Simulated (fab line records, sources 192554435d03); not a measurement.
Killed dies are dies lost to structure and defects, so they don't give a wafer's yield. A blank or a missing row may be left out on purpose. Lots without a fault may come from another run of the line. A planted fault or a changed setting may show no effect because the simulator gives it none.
Chamber matching | flow n5_finfet | N5_BEOL_M2_VIA_ETCH_34 on rie_diel-04: 4 sister chambers
The step etches the open film in C4F6/O2, target depth 69.4 nm, time 65.9 s. 16 wafers are shown with their chamber, then 8 later ones without.

WAFERS WITH THEIR CHAMBER
wafer  | chamber | drypump_motor_current_A (A) | showerhead_plenum_p_Torr (Torr) | oes_f_703_au (a.u.)
L077.1 | 0       | 5.0                         | 2.78                            | 0.91
L077.4 | 1       | 5.8                         | 2.93                            | 0.67
L077.6 | 1       | 5.8                         | 2.93                            | 0.68
L083.2 | 2       | 6.3                         | 2.99                            | 0.82
L083.3 | 1       | 5.8                         | 2.92                            | 0.67
L083.4 | 3       | 6.3                         | 2.86                            | 0.84
L084.1 | 2       | 6.3                         | 2.99                            | 0.81
L084.2 | 0       | 4.9                         | 2.78                            | 0.90
L084.3 | 1       | 5.8                         | 2.92                            | 0.66
L088.1 | 2       | 6.3                         | 2.99                            | 0.81
L088.2 | 1       | 5.8                         | 2.92                            | 0.67
L088.5 | 3       | 6.3                         | 2.86                            | 0.82
L090.1 | 0       | 5.0                         | 2.77                            | 0.88
L090.2 | 3       | 6.3                         | 2.85                            | 0.82
L090.3 | 2       | 6.3                         | 2.98                            | 0.80
L091.1 | 3       | 6.3                         | 2.85                            | 0.82

SIGNATURES (means of the wafers above)
reading                  | chamber 0 | chamber 1 | chamber 2 | chamber 3 | scatter within a chamber
drypump_motor_current_A  | 4.967     | 5.800     | 6.300     | 6.300     | 0.0236
showerhead_plenum_p_Torr | 2.7767    | 2.9240    | 2.9875    | 2.8550    | 0.00549
oes_f_703_au             | 0.8967    | 0.6700    | 0.8100    | 0.8250    | 0.00986
Rule: a wafer's distance from a chamber is the root of the sum, over the readings, of the square of ((its reading less the chamber's mean) divided by the reading's scatter). The wafer belongs to the nearest chamber; if the next one is less than 2 further off, it can't be placed. The scatter: the root of (the sum of the squares of (reading less its chamber's mean) over the shown wafers, divided by (wafers less chambers)).

WAFERS WITHOUT THEIR CHAMBER
wafer  | drypump_motor_current_A (A) | showerhead_plenum_p_Torr (Torr) | oes_f_703_au (a.u.)
L091.3 | 6.2                         | 2.98                            | 0.80
L091.6 | 6.3                         | 2.85                            | 0.81
L092.1 | 5.0                         | 2.77                            | 0.87
L092.4 | 6.2                         | 2.98                            | 0.79
L092.6 | 6.3                         | 2.85                            | 0.81
L093.3 | 5.0                         | 2.77                            | 0.87
L093.4 | 6.3                         | 2.98                            | 0.80
L093.5 | 6.3                         | 2.85                            | 0.80

WHICH CHAMBER EACH WENT THROUGH
wafer  | from the rows above | in truth
L091.3 | 2                   | 2
L091.6 | 3                   | 3
L092.1 | 0                   | 0
L092.4 | 2                   | 2
L092.6 | 3                   | 3
L093.3 | 0                   | 0
L093.4 | 2                   | 2
L093.5 | 3                   | 3
Placed correctly: 8 of 8. Can't be placed from these rows: 0. Placed wrongly: 0.
